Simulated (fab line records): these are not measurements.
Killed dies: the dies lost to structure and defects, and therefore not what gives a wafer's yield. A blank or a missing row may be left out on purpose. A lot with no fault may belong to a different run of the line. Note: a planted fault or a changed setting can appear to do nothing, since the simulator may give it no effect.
The tool behind it: which one? + flow nandHarc + 72 wafers from 24 lots sampled at 6 of the route's 1159 steps

== WHAT EACH GAUGE READ, for each wafer ==
NHARC_P_STI_INSPECT_11.
| lot  | measured    | on               | rawDefectCount |
|------|-------------|------------------|----------------|
| L074 | day 2 07:55 | defectInspect-01 | 5 8 2          |
| L075 | day 2 18:11 | defectInspect-01 | 3 3 3          |
| L076 | day 2 23:43 | defectInspect-01 | 7 3 6          |
| L077 | day 3 05:31 | defectInspect-02 | 7 6 5          |
| L078 | day 3 11:40 | defectInspect-02 | 13 6 12        |
| L079 | day 3 18:58 | defectInspect-02 | 3 7 5          |
| L080 | day 4 01:05 | defectInspect-01 | 5 3 2          |
| L081 | day 4 09:29 | defectInspect-02 | 9 6 12         |
| L082 | day 4 09:39 | defectInspect-02 | 8 10 6         |
| L083 | day 4 17:16 | defectInspect-02 | 4 6 6          |
| L084 | day 5 01:25 | defectInspect-02 | 5 6 8          |
| L085 | day 5 01:27 | defectInspect-01 | 7 5 4          |
| L086 | day 5 11:03 | defectInspect-01 | 5 4 1          |
| L087 | day 5 17:02 | defectInspect-01 | 3 3 5          |
| L088 | day 5 23:17 | defectInspect-02 | 4 2 3          |
| L090 | day 6 09:21 | defectInspect-02 | 3 5 7          |
| L089 | day 6 09:23 | defectInspect-01 | 6 3 2          |
| L092 | day 6 20:32 | defectInspect-02 | 5 9 2          |
| L091 | day 6 20:42 | defectInspect-02 | 8 4 4          |
| L093 | day 7 05:05 | defectInspect-02 | 6 7 4          |
| L094 | day 7 10:58 | defectInspect-01 | 8 7 11         |
| L095 | day 7 18:19 | defectInspect-01 | 3 2 1          |
| L096 | day 8 02:25 | defectInspect-01 | 6 8 5          |
| L097 | day 8 02:34 | defectInspect-01 | 1 2 5          |

NHARC_P_BONDPAD_CD_MEAS_09: target cd 500 nm.
| lot  | measured     | on       | cdNm (nm)         |
|------|--------------|----------|-------------------|
| L074 | day 6 04:43  | cdSem-03 | 493.7 496.6 499.4 |
| L075 | day 6 16:57  | cdSem-01 | 497.8 498.7 498.7 |
| L076 | day 6 23:41  | cdSem-02 | 499.0 496.8 496.3 |
| L077 | day 7 05:20  | cdSem-03 | 498.9 497.4 494.5 |
| L078 | day 7 09:08  | cdSem-03 | 498.4 498.5 498.2 |
| L079 | day 7 15:05  | cdSem-01 | 499.7 496.4 500.7 |
| L080 | day 8 01:07  | cdSem-03 | 498.2 500.7 499.3 |
| L081 | day 8 09:22  | cdSem-03 | 499.0 499.6 499.2 |
| L082 | day 8 08:34  | cdSem-02 | 499.3 496.7 502.6 |
| L083 | day 8 10:08  | cdSem-02 | 499.2 501.4 498.2 |
| L084 | day 8 21:29  | cdSem-03 | 497.6 495.2 493.2 |
| L085 | day 8 21:12  | cdSem-02 | 501.8 501.5 500.8 |
| L086 | day 9 11:09  | cdSem-02 | 497.0 498.0 498.7 |
| L087 | day 9 10:57  | cdSem-03 | 500.1 501.0 497.8 |
| L088 | day 9 17:41  | cdSem-02 | 500.7 499.8 498.0 |
| L090 | day 10 00:05 | cdSem-03 | 499.8 498.5 496.6 |
| L089 | day 10 14:01 | cdSem-03 | 498.1 500.4 500.1 |
| L092 | day 10 15:19 | cdSem-03 | 499.4 500.1 497.3 |
| L091 | day 10 17:32 | cdSem-01 | 501.0 500.7 497.1 |
| L093 | day 11 02:32 | cdSem-03 | 501.1 495.0 501.9 |
| L094 | day 11 05:34 | cdSem-01 | 499.2 501.1 498.0 |
| L095 | day 11 14:56 | cdSem-03 | 495.0 497.0 500.8 |
| L096 | day 11 20:55 | cdSem-02 | 499.5 499.2 499.3 |
| L097 | day 11 21:06 | cdSem-01 | 498.2 495.8 497.3 |

NHARC_P_BONDPAD_OVL_MEAS_38.
| lot  | measured     | on         | overlayXNm (nm) | overlayYNm (nm) |
|------|--------------|------------|-----------------|-----------------|
| L074 | day 6 04:48  | overlay-02 | 1 0 0           | 6 5 6           |
| L075 | day 6 17:02  | overlay-02 | -1 -1 -1        | 1 1 1           |
| L076 | day 6 23:47  | overlay-02 | 7 6 6           | 3 3 2           |
| L077 | day 7 05:26  | overlay-01 | 0 0 0           | -4 -4 -4        |
| L078 | day 7 09:13  | overlay-01 | -2 -2 -2        | -1 -1 -1        |
| L079 | day 7 15:10  | overlay-02 | -10 -10 -10     | -5 -5 -5        |
| L080 | day 8 01:11  | overlay-01 | 3 3 3           | -1 -1 -1        |
| L081 | day 8 09:26  | overlay-02 | 11 12 12        | -3 -3 -4        |
| L082 | day 8 08:40  | overlay-02 | -2 -2 -3        | -12 -12 -12     |
| L083 | day 8 10:13  | overlay-02 | -7 -7 -7        | 6 7 6           |
| L084 | day 8 21:35  | overlay-02 | -12 -12 -11     | 2 1 1           |
| L085 | day 8 21:17  | overlay-01 | -6 -7 -7        | -3 -2 -3        |
| L086 | day 9 11:14  | overlay-01 | 7 8 8           | -4 -3 -4        |
| L087 | day 9 11:02  | overlay-02 | -13 -13 -13     | 7 7 6           |
| L088 | day 9 17:46  | overlay-01 | 0 0 0           | -1 -1 -1        |
| L090 | day 10 00:10 | overlay-02 | -1 0 -1         | 1 0 1           |
| L089 | day 10 14:06 | overlay-01 | 2 1 1           | -3 -4 -3        |
| L092 | day 10 15:25 | overlay-01 | 2 2 2           | 4 4 4           |
| L091 | day 10 17:37 | overlay-01 | 16 17 17        | -7 -8 -8        |
| L093 | day 11 02:37 | overlay-01 | 3 2 2           | -10 -11 -10     |
| L094 | day 11 05:39 | overlay-02 | -6 -6 -5        | 2 2 2           |
| L095 | day 11 15:02 | overlay-01 | -11 -10 -10     | 1 1 1           |
| L096 | day 11 21:01 | overlay-01 | -6 -6 -6        | 2 2 3           |
| L097 | day 11 21:11 | overlay-01 | -1 -1 -1        | 10 11 11        |

== WHICH TOOL RAN EACH LOT (tool, then ch and the chambers of the sampled wafers, then the start) ==
| lot  | NHARC_P_M1_DESCUM_14              | NHARC_P_M2_PVD_21                      | NHARC_P_M2_CMP_23             |
|------|-----------------------------------|----------------------------------------|-------------------------------|
| L074 | rieDiel-12 ch 0,1,3, day 5 19:53  | pvdSputter-03, day 6 02:31 or earlier  | cmp-02 ch 0,2, day 6 02:31    |
| L075 | rieDiel-09 ch 1,2, day 6 08:28    | pvdSputter-03, day 6 14:46 or earlier  | cmp-03 ch 0,2,3, day 6 14:46  |
| L076 | rieDiel-09 ch 1,3, day 6 14:40    | pvdSputter-02, day 6 21:02 or earlier  | cmp-01 ch 0,3, day 6 21:02    |
| L077 | rieDiel-12 ch 0,1,2, day 6 20:26  | pvdSputter-01, day 7 03:08 or earlier  | cmp-02 ch 0,2,3, day 7 03:08  |
| L078 | rieDiel-10 ch 0,1,3, day 7 00:16  | pvdSputter-01, day 7 06:49 or earlier  | cmp-03 ch 0,1,2, day 7 06:49  |
| L079 | rieDiel-12 ch 1,2, day 7 04:44    | pvdSputter-03, day 7 11:42 or earlier  | cmp-03 ch 0,1,3, day 7 11:42  |
| L080 | rieDiel-09 ch 0,1,2, day 7 16:00  | pvdSputter-03, day 7 22:52 or earlier  | cmp-02 ch 0,2,3, day 7 22:52  |
| L081 | rieDiel-10 ch 1,3, day 8 00:36    | pvdSputter-03, day 8 07:15 or earlier  | cmp-02 ch 0,2, day 8 07:15    |
| L082 | rieDiel-10 ch 2,3, day 8 00:01    | pvdSputter-03, day 8 06:20 or earlier  | cmp-01 ch 0,1,3, day 8 06:20  |
| L083 | rieDiel-09 ch 0,1,2, day 8 01:19  | pvdSputter-03, day 8 07:46 or earlier  | cmp-02 ch 1,2, day 8 07:46    |
| L084 | rieDiel-09 ch 0,1,2, day 8 12:41  | pvdSputter-01, day 8 19:17 or earlier  | cmp-02 ch 1,2,3, day 8 19:17  |
| L085 | rieDiel-09 ch 0,1,3, day 8 11:55  | pvdSputter-03, day 8 18:56 or earlier  | cmp-03 ch 0,2,3, day 8 18:56  |
| L086 | rieDiel-10 ch 0,3, day 9 02:35    | pvdSputter-02, day 9 08:53 or earlier  | cmp-03 ch 0,1,3, day 9 08:53  |
| L087 | rieDiel-09 ch 0,1,3, day 9 02:16  | pvdSputter-03, day 9 08:43 or earlier  | cmp-01 ch 0,1,2, day 9 08:43  |
| L088 | rieDiel-10 ch 1,2,3, day 9 09:11  | pvdSputter-02, day 9 15:25 or earlier  | cmp-02 ch 0,2, day 9 15:25    |
| L090 | rieDiel-09 ch 0,1,2, day 9 15:45  | pvdSputter-03, day 9 21:56 or earlier  | cmp-03 ch 1,2, day 9 21:56    |
| L089 | rieDiel-10 ch 0,2,3, day 10 05:24 | pvdSputter-03, day 10 11:48 or earlier | cmp-03 ch 0,2,3, day 10 11:48 |
| L092 | rieDiel-09 ch 0,1, day 10 06:47   | pvdSputter-02, day 10 13:10 or earlier | cmp-03 ch 0,1,2, day 10 13:10 |
| L091 | rieDiel-10 ch 2,3, day 10 08:49   | pvdSputter-01, day 10 15:04 or earlier | cmp-03 ch 0,3, day 10 15:04   |
| L093 | rieDiel-12 ch 0,1,3, day 10 17:53 | pvdSputter-02, day 11 00:20 or earlier | cmp-02 ch 0,1,3, day 11 00:20 |
| L094 | rieDiel-09 ch 0,2,3, day 10 21:04 | pvdSputter-03, day 11 03:14 or earlier | cmp-03 ch 1,2,3, day 11 03:14 |
| L095 | rieDiel-09 ch 1,3, day 11 06:26   | pvdSputter-01, day 11 12:44 or earlier | cmp-02 ch 0,1,3, day 11 12:44 |
| L096 | rieDiel-12 ch 2,3, day 11 11:47   | pvdSputter-02, day 11 18:44 or earlier | cmp-03 ch 1,2,3, day 11 18:44 |
| L097 | rieDiel-12 ch 1,2, day 11 12:43   | pvdSputter-03, day 11 19:01 or earlier | cmp-01 ch 1,2, day 11 19:01   |
- NHARC_P_M1_DESCUM_14: chemistry O2, time 3 s.
- NHARC_P_M2_PVD_21: deposits Cu, target thk 30 nm, time 20.49 s.
- NHARC_P_M2_CMP_23: polishes, t overpolish 20 s, target thk 144.3 nm.

== AS READ BY THE TOOLS THEMSELVES (means over the sampled wafers that have a number; for cases with no such wafer, the mark the record gives instead) ==
NHARC_P_M1_DESCUM_14.
| lot  | tool       | drypumpMotorCurrentA (A) | oesProductAu (a.u.) | rfVppV (V) | showerheadPlenumPTorr (Torr) | throttleValvePct (%) |
|------|------------|--------------------------|---------------------|------------|------------------------------|----------------------|
| L074 | rieDiel-12 | 6.2                      | 0.991               | 57.4       | 1.95                         | 11.307               |
| L075 | rieDiel-09 | 6.0                      | 0.995               | 57.7       | 1.92                         | 11.308               |
| L076 | rieDiel-09 | 5.8                      | 0.999               | 57.9       | 1.96                         | 11.312               |
| L077 | rieDiel-12 | 5.8                      | 0.996               | 57.2       | 1.95                         | 11.308               |
| L078 | rieDiel-10 | 5.4                      | 1.000               | 57.7       | 1.95                         | 11.315               |
| L079 | rieDiel-12 | 6.0                      | 1.004               | 57.7       | 1.95                         | 11.311               |
| L080 | rieDiel-09 | 5.9                      | 1.004               | 57.8       | 1.87                         | 11.313               |
| L081 | rieDiel-10 | 5.5                      | 1.005               | 59.4       | 2.03                         | 11.305               |
| L082 | rieDiel-10 | 5.1                      | 1.020               | 57.8       | 1.91                         | 11.312               |
| L083 | rieDiel-09 | 5.9                      | 1.002               | 57.5       | 1.87                         | 11.311               |
| L084 | rieDiel-09 | 6.0                      | 1.004               | 57.8       | 1.87                         | 11.308               |
| L085 | rieDiel-09 | 5.6                      | 0.998               | 58.3       | 1.92                         | 11.307               |
| L086 | rieDiel-10 | 5.3                      | 0.998               | 59.2       | 1.98                         | 11.308               |
| L087 | rieDiel-09 | 5.7                      | 1.005               | 58.5       | 1.92                         | 11.299               |
| L088 | rieDiel-10 | 5.4                      | 0.989               | 58.3       | 1.95                         | 11.309               |
| L090 | rieDiel-09 | 5.9                      | 1.001               | 58.0       | 1.87                         | 11.308               |
| L089 | rieDiel-10 | 5.2                      | 0.992               | 57.7       | 1.91                         | 11.309               |
| L092 | rieDiel-09 | 5.7                      | 1.009               | 57.7       | 1.89                         | 11.309               |
| L091 | rieDiel-10 | 5.3                      | 1.000               | 58.0       | 1.99                         | 11.310               |
| L093 | rieDiel-12 | 6.2                      | 1.005               | 57.5       | 1.95                         | 11.319               |
| L094 | rieDiel-09 | 5.9                      | 1.002               | 58.9       | 1.90                         | 11.311               |
| L095 | rieDiel-09 | 5.7                      | 0.993               | 58.2       | 1.99                         | 11.312               |
| L096 | rieDiel-12 | 5.4                      | 1.003               | 57.3       | 1.88                         | 11.311               |
| L097 | rieDiel-12 | 6.0                      | 1.015               | 58.5       | 1.95                         | 11.309               |

NHARC_P_M2_PVD_21.
| lot  | tool          | throttleValvePct (%) |
|------|---------------|----------------------|
| L074 | pvdSputter-03 | 29.9                 |
| L075 | pvdSputter-03 | 30.1                 |
| L076 | pvdSputter-02 | 30.2                 |
| L077 | pvdSputter-01 | 30.1                 |
| L078 | pvdSputter-01 | 30.1                 |
| L079 | pvdSputter-03 | 30.7                 |
| L080 | pvdSputter-03 | 29.6                 |
| L081 | pvdSputter-03 | 30.0                 |
| L082 | pvdSputter-03 | 30.2                 |
| L083 | pvdSputter-03 | 29.5                 |
| L084 | pvdSputter-01 | 30.4                 |
| L085 | pvdSputter-03 | 29.6                 |
| L086 | pvdSputter-02 | 29.9                 |
| L087 | pvdSputter-03 | 29.8                 |
| L088 | pvdSputter-02 | 30.6                 |
| L090 | pvdSputter-03 | 30.6                 |
| L089 | pvdSputter-03 | 29.3                 |
| L092 | pvdSputter-02 | 30.7                 |
| L091 | pvdSputter-01 | 30.3                 |
| L093 | pvdSputter-02 | 30.2                 |
| L094 | pvdSputter-03 | 29.9                 |
| L095 | pvdSputter-01 | 30.5                 |
| L096 | pvdSputter-02 | 31.1                 |
| L097 | pvdSputter-03 | 29.5                 |

NHARC_P_M2_CMP_23.
| lot  | tool   | motorCurrentA (A) | timeToEndpointS (s) |
|------|--------|-------------------|---------------------|
| L074 | cmp-02 | 12.3              | 32                  |
| L075 | cmp-03 | 11.2              | 26                  |
| L076 | cmp-01 | 13.0              | 28                  |
| L077 | cmp-02 | 13.0              | 30                  |
| L078 | cmp-03 | 12.6              | 25                  |
| L079 | cmp-03 | 12.7              | 26                  |
| L080 | cmp-02 | 12.6              | 34                  |
| L081 | cmp-02 | 12.4              | 32                  |
| L082 | cmp-01 | 13.5              | 31                  |
| L083 | cmp-02 | 12.5              | 29                  |
| L084 | cmp-02 | 12.5              | 30                  |
| L085 | cmp-03 | 11.4              | 23                  |
| L086 | cmp-03 | 12.2              | 26                  |
| L087 | cmp-01 | 12.8              | 28                  |
| L088 | cmp-02 | 12.5              | 31                  |
| L090 | cmp-03 | 11.7              | 24                  |
| L089 | cmp-03 | 11.6              | 25                  |
| L092 | cmp-03 | 12.2              | 27                  |
| L091 | cmp-03 | 10.9              | 24                  |
| L093 | cmp-02 | 12.5              | 23                  |
| L094 | cmp-03 | 11.2              | 25                  |
| L095 | cmp-02 | 12.3              | 26                  |
| L096 | cmp-03 | 11.2              | 28                  |
| L097 | cmp-01 | 12.6              | 28                  |

== THE ANSWER, worked out from the rows above alone ==
Rule: what is usual is taken from the lots themselves. Put in order of their means at a reading, lots are off if they are a third of the lots or fewer, leave a main group of 4 or more, and stand apart from it by a gap of 3 or more times the standard deviation of the main group's means; of several such gaps the widest counts. The tables above print the reading to a certain number of digits; a main group whose means all agree to those digits is not used. Also off: a lot with no number at a reading for which 4 or more lots have one. Where the step has rows for the other lots, those lots are counted as sound. After the gauges, taken in route order, come the tools' own readings; for these a lot's mean is taken, as printed above. At the first step where some lot is off, the reading lying furthest off is the one used; lots without a number count as furthest.
No lot is off at any reading shown: from this, nothing can be told.

== WHAT THE SIMULATOR HAD INSERTED ==
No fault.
